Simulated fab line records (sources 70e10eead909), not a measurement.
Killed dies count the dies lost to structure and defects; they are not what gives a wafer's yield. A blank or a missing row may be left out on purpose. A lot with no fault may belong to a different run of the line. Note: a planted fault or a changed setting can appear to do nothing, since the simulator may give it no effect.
fab line records -- flow nandHarc
record lots=7, wafers=21, lastDay=25
route steps=1159 shown A_ONON_D1@426
lots that met no fault: taken from a fault-free run of the same line
startH: hours from the record's opening day to when the first of the lot's shown wafers began -- waitH: how many hours have passed since the lot's step before this one -- " same as the row above -- L1.1+2: several wafers, shown together as one row -- - no value present, or no start provided -- * or withheld: withheld -- < > ~ a bound
route shown NAME@n: names a module that has steps shown in the file, with the first one's number in the route -- usual: mean and standard deviation over wafers with no fault -- same: alike in all rows -- chamber/n: place in a boat -- sites: per-site readings -- _std_site: their standard deviation -- _edge_site: mean of outer sites minus mean of inner sites -- radiusMm: how far each site lies from the wafer's centre -- mask NAME#n: copy n -- behind: the most recent tool/chamber to have shaped the wafer -- hold: why the lot was held/for how many hours/how that ended -- device: the n, p or np transistor that did not switch -- end of line: at the end of the route, the tests of the same wafers -- step lacking rows: just its recipe -- killed: dies lost to structure and defects at the first sort, not the wafer's yield -- map: a wafer's dies, x killed, . not, _ none there
set.NAME: the run value of the setting; set.NAME@STEP: its run value at that earlier step -- model.NAME: the simulator's own value behind a step, which no gauge read
lots at some steps of the route; a table a step, a row a wafer
services: the hour from which a tool's chamber was out of use, counted from the record's first day as startH (under 0 if before that day), plus the number of hours and why
## steps
# step NHARC_A_ONON_D1_DEP_03
# recipe targetThkA=10000, n2FlowSccm=2750, n2oFlowSccm=2000, nh3FlowSccm=500, sih4FlowSccm=210, tempC=400
# step NHARC_A_ONON_D1_THK_MEAS_05
# recipe thkMeasGauge=ellipsometry
# usual thkNm=1000/7.1
lot.wafer,tool,chamber,startH,waitH,thkNm
L710.2,filmMetro-01,-,172.37,-,997
L710.5,filmMetro-01,-,172.37,-,997
L710.6,filmMetro-01,-,172.37,-,997
L712.2,filmMetro-02,-,172.37,-,993
L712.4,filmMetro-02,-,172.37,-,994
L712.6,filmMetro-02,-,172.37,-,993
L713.1,filmMetro-02,-,182.22,-,993
L713.3,filmMetro-02,-,182.22,-,993
L713.4,filmMetro-02,-,182.22,-,993
L717.3,filmMetro-01,-,204.09,-,997
L717.4,filmMetro-01,-,204.09,-,995
L717.5,filmMetro-01,-,204.09,-,996
L719.2,filmMetro-02,-,221.98,-,998
L719.3,filmMetro-02,-,221.98,-,1000
L719.4,filmMetro-02,-,221.98,-,1000
L730.1,filmMetro-02,-,285.79,-,1011
L730.3,filmMetro-02,-,285.79,-,1012
L730.5,filmMetro-02,-,285.79,-,1013
L731.2,filmMetro-01,-,285.79,-,998
L731.4,filmMetro-01,-,285.79,-,998
L731.6,filmMetro-01,-,285.79,-,999
# step NHARC_A_ONON_D1_DEP_06
# recipe targetThkA=10000, n2FlowSccm=2750, n2oFlowSccm=2000, nh3FlowSccm=500, sih4FlowSccm=210, tempC=400
# step NHARC_A_ONON_D1_THK_MEAS_08
# recipe thkMeasGauge=ellipsometry
# usual thkNm=999/8.4
lot.wafer,tool,chamber,startH,waitH,thkNm
L710.2,filmMetro-02,-,172.93,-,1000
L710.5,filmMetro-02,-,172.93,-,999
L710.6,filmMetro-02,-,172.93,-,997
L712.2,filmMetro-01,-,172.94,-,993
L712.4,filmMetro-01,-,172.94,-,994
L712.6,filmMetro-01,-,172.94,-,995
L713.1,filmMetro-02,-,182.79,-,1006
L713.3,filmMetro-02,-,182.79,-,1006
L713.4,filmMetro-02,-,182.79,-,1004
L717.3,filmMetro-01,-,204.66,-,1001
L717.4,filmMetro-01,-,204.66,-,1001
L717.5,filmMetro-01,-,204.66,-,1001
L719.2,filmMetro-02,-,222.55,-,996
L719.3,filmMetro-02,-,222.55,-,997
L719.4,filmMetro-02,-,222.55,-,998
L731.2,filmMetro-01,-,286.35,-,1006
L731.4,filmMetro-01,-,286.35,-,1007
L731.6,filmMetro-01,-,286.35,-,1007
L730.1,filmMetro-02,-,286.36,-,1026
L730.3,filmMetro-02,-,286.36,-,1024
L730.5,filmMetro-02,-,286.36,-,1025
# step NHARC_A_ONON_D1_DEP_09
# recipe targetThkA=10000, n2FlowSccm=2750, n2oFlowSccm=2000, nh3FlowSccm=500, sih4FlowSccm=210, tempC=400
# step NHARC_A_ONON_D1_THK_MEAS_11
# recipe thkMeasGauge=ellipsometry
# usual thkNm=1003/6.4
lot.wafer,tool,chamber,startH,waitH,thkNm
L710.2,filmMetro-02,-,173.50,-,1004
L710.5,filmMetro-02,-,173.50,-,1005
L710.6,filmMetro-02,-,173.50,-,1003
L712.2,filmMetro-02,-,173.51,-,999
L712.4,filmMetro-02,-,173.51,-,1001
L712.6,filmMetro-02,-,173.51,-,1000
L713.1,filmMetro-01,-,183.36,-,998
L713.3,filmMetro-01,-,183.36,-,1001
L713.4,filmMetro-01,-,183.36,-,1001
L717.3,filmMetro-02,-,205.22,-,1006
L717.4,filmMetro-02,-,205.22,-,1007
L717.5,filmMetro-02,-,205.22,-,1006
L719.2,filmMetro-01,-,223.12,-,1003
L719.3,filmMetro-01,-,223.12,-,1003
L719.4,filmMetro-01,-,223.12,-,1002
L731.2,filmMetro-02,-,286.92,-,1004
L731.4,filmMetro-02,-,286.92,-,1005
L731.6,filmMetro-02,-,286.92,-,1006
L730.1,filmMetro-01,-,286.95,-,989
L730.3,filmMetro-01,-,286.95,-,991
L730.5,filmMetro-01,-,286.95,-,991
# step NHARC_A_ONON_D1_DEP_12
# recipe targetThkA=10000, n2FlowSccm=2750, n2oFlowSccm=2000, nh3FlowSccm=500, sih4FlowSccm=210, tempC=400
# step NHARC_A_ONON_D1_THK_MEAS_14
# recipe thkMeasGauge=ellipsometry
# usual thkNm=1002/10
lot.wafer,tool,chamber,startH,waitH,thkNm
L710.2,filmMetro-02,-,174.06,-,1009
L710.5,filmMetro-02,-,174.06,-,1012
L710.6,filmMetro-02,-,174.06,-,1012
L712.2,filmMetro-02,-,174.08,-,1003
L712.4,filmMetro-02,-,174.08,-,1003
L712.6,filmMetro-02,-,174.08,-,1003
L713.1,filmMetro-02,-,183.98,-,976
L713.3,filmMetro-02,-,183.98,-,977
L713.4,filmMetro-02,-,183.98,-,977
L717.3,filmMetro-01,-,205.79,-,988
L717.4,filmMetro-01,-,205.79,-,990
L717.5,filmMetro-01,-,205.79,-,991
L719.2,filmMetro-02,-,223.71,-,1006
L719.3,filmMetro-02,-,223.71,-,1006
L719.4,filmMetro-02,-,223.71,-,1007
L731.2,filmMetro-02,-,287.51,-,1007
L731.4,filmMetro-02,-,287.51,-,1004
L731.6,filmMetro-02,-,287.51,-,1006
L730.1,filmMetro-01,-,287.52,-,1009
L730.3,filmMetro-01,-,287.52,-,1011
L730.5,filmMetro-01,-,287.52,-,1012
# step NHARC_A_ONON_D1_ANNEAL_15
# recipe tempC=750, timeS=3600
# step NHARC_A_ONON_D1_DEP_16
# recipe targetThkA=10000, n2FlowSccm=2750, n2oFlowSccm=2000, nh3FlowSccm=500, sih4FlowSccm=210, tempC=400
# step NHARC_A_ONON_D1_THK_MEAS_18
# recipe thkMeasGauge=ellipsometry
# usual thkNm=1000/10
lot.wafer,tool,chamber,startH,waitH,thkNm
L710.2,filmMetro-02,-,181.23,-,1008
L710.5,filmMetro-02,-,181.23,-,1009
L710.6,filmMetro-02,-,181.23,-,1009
L712.2,filmMetro-01,-,181.53,-,1013
L712.4,filmMetro-01,-,181.53,-,1012
L712.6,filmMetro-01,-,181.53,-,1010
L713.1,filmMetro-01,-,192.69,-,982
L713.3,filmMetro-01,-,192.69,-,984
L713.4,filmMetro-01,-,192.69,-,981
L717.3,filmMetro-01,-,213.85,-,1007
L717.4,filmMetro-01,-,213.85,-,1009
L717.5,filmMetro-01,-,213.85,-,1008
L719.2,filmMetro-02,-,231.80,-,997
L719.3,filmMetro-02,-,231.80,-,997
L719.4,filmMetro-02,-,231.80,-,997
L731.2,filmMetro-01,-,294.61,-,1012
L731.4,filmMetro-01,-,294.61,-,1010
L731.6,filmMetro-01,-,294.61,-,1012
L730.1,filmMetro-02,-,294.61,-,1010
L730.3,filmMetro-02,-,294.61,-,1014
L730.5,filmMetro-02,-,294.61,-,1011
# step NHARC_A_ONON_D1_DEP_19
# recipe targetThkA=10000, n2FlowSccm=2750, n2oFlowSccm=2000, nh3FlowSccm=500, sih4FlowSccm=210, tempC=400
# usual sih4FlowSccm=209.9/0.63
lot.wafer,tool,chamber,startH,waitH,sih4FlowSccm
L710.2,pecvdOnon-03,0,181.43,0.2,209.7
L710.5,pecvdOnon-03,0,181.43,0.2,210.7
L710.6,pecvdOnon-03,0,181.43,0.2,210.8
L712.2,pecvdOnon-02,0,181.64,0.1,210.5
L712.4,pecvdOnon-02,0,181.64,0.1,211.9
L712.6,pecvdOnon-02,0,181.64,0.1,210.7
L713.1,pecvdOnon-02,0,192.75,0.1,209.2
L713.3,pecvdOnon-02,0,192.75,0.1,209.7
L713.4,pecvdOnon-02,0,192.75,0.1,210.3
L717.3,pecvdOnon-02,0,214.02,0.2,209.0
L717.4,pecvdOnon-02,0,214.02,0.2,209.5
L717.5,pecvdOnon-02,0,214.02,0.2,209.8
L719.2,pecvdOnon-02,0,231.91,0.1,209.8
L719.3,pecvdOnon-02,0,231.91,0.1,209.9
L719.4,pecvdOnon-02,0,231.91,0.1,210.0
L730.1,pecvdOnon-04,0,294.67,0.1,208.9
L730.3,pecvdOnon-04,0,294.67,0.1,209.4
L730.5,pecvdOnon-04,0,294.67,0.1,210.0
L731.2,pecvdOnon-03,0,294.72,0.1,208.9
L731.4,pecvdOnon-03,0,294.72,0.1,209.1
L731.6,pecvdOnon-03,0,294.72,0.1,209.4
# step NHARC_A_ONON_D1_THK_MEAS_21
# recipe thkMeasGauge=ellipsometry
# usual thkNm=998/8.2
lot.wafer,tool,chamber,startH,waitH,thkNm
L710.2,filmMetro-02,-,181.88,-,995
L710.5,filmMetro-02,-,181.88,-,994
L710.6,filmMetro-02,-,181.88,-,993
L712.2,filmMetro-02,-,182.08,-,1007
L712.4,filmMetro-02,-,182.08,-,1006
L712.6,filmMetro-02,-,182.08,-,1006
L713.1,filmMetro-01,-,193.26,-,1014
L713.3,filmMetro-01,-,193.26,-,1017
L713.4,filmMetro-01,-,193.26,-,1065
L717.3,filmMetro-01,-,214.41,-,996
L717.4,filmMetro-01,-,214.41,-,1044
L717.5,filmMetro-01,-,214.41,-,1045
L719.2,filmMetro-01,-,232.37,-,1015
L719.3,filmMetro-01,-,232.37,-,1015
L719.4,filmMetro-01,-,232.37,-,1064
L731.2,filmMetro-01,-,295.17,-,1001
L731.4,filmMetro-01,-,295.17,-,1003
L731.6,filmMetro-01,-,295.17,-,1000
L730.1,filmMetro-02,-,295.19,-,997
L730.3,filmMetro-02,-,295.19,-,1000
L730.5,filmMetro-02,-,295.19,-,998
# step NHARC_A_ONON_D1_DEP_22
# recipe targetThkA=10000, n2FlowSccm=2750, n2oFlowSccm=2000, nh3FlowSccm=500, sih4FlowSccm=210, tempC=400
## services
tool,chamber,startH,hours,kind
pecvdOnon-04,-,237.00,13.0,pm
pecvdOnon-02,-,292.00,13.0,pm
## key
firstSign step=NHARC_A_ONON_D1_THK_MEAS_21, reading=thkNm, direction=up, sigmas=6.9, usual=998, struck=1054
effect none on later readings
metAt NHARC_A_ONON_D1_DEP_19
struckWafers L713.4,L717.4,L717.5,L719.4
laterRowsLeftOut L713.4,L717.4,L717.5,L719.4
sortLeftOut L713.4,L717.4,L717.5,L719.4
testerLeftOut L713,L717,L719
onsetBetween 181.64 192.75
fault kind=processParameterDrift, tool=pecvdOnon-02, chamber=-, onsetH=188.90, steps=NHARC_A_ONON_D1_DEP_19, channel=targetThkA, offset=*, shape=step, endH=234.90, scope=struckWafersOnly, actsIn=*, stated=*
# testerLeftOut: of these lots the tester's yield and bins aren't shown, on N5 and GAA mostly nor the transistor test; their killed dies are dies lost to structure and defects alone, not to doping, threshold or leakage, so they don't give the yield
# sortLeftOut: the simulated sort isn't trusted on such a fault, so these wafers' sort isn't shown, and their yield isn't known
# laterRowsLeftOut: the simulator's readings of these wafers behind a module that went badly wrong aren't trusted and aren't shown, but for the sort
